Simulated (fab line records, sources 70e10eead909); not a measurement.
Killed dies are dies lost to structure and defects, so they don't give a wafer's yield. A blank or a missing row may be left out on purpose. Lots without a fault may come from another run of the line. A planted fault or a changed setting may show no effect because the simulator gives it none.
Chamber matching | flow nand_harc | NHARC_A_CONTACT_ETCH_110 on rie_diel-08: 4 sister chambers
The step etches the open film in CF4/O2, target depth 50 nm, overetch 5 nm, time 27.5 s. 4 wafers are shown with their chamber, then 8 later ones without.

WAFERS WITH THEIR CHAMBER
wafer  | chamber | drypump_motor_current_A (A)
L186.3 | 0       | 5.7
L186.4 | 2       | 4.9
L182.3 | 3       | 5.1
L185.1 | 1       | 5.4

WAFERS WITHOUT THEIR CHAMBER
wafer  | drypump_motor_current_A (A)
L185.2 | 5.7
L185.5 | 4.9
L190.1 | 4.8
L190.4 | 5.7
L190.5 | 5.4
L191.1 | 5.4
L191.2 | 5.1
L191.4 | 5.7

WHICH CHAMBER EACH WENT THROUGH
wafer  | from the rows above | in truth
L185.2 | 0                   | 0
L185.5 | 2                   | 2
L190.1 | 2                   | 2
L190.4 | 0                   | 0
L190.5 | 1                   | 1
L191.1 | 1                   | 1
L191.2 | 3                   | 3
L191.4 | 0                   | 0
Placed correctly: 8 of 8. Can't be placed from these rows: 0. Placed wrongly: 0.
How it was worked out, from the rows above alone: a wafer's distance from a chamber is the root of the sum, over the readings, of the square of ((its reading less the chamber's mean) divided by the reading's scatter). The wafer belongs to the nearest chamber; if the next one is less than 2 further off, it can't be placed. A chamber's mean is the mean of its shown wafers. The scatter: with one shown wafer a chamber, the root of the mean of the squares of how far each hidden wafer lies from its nearest shown one.
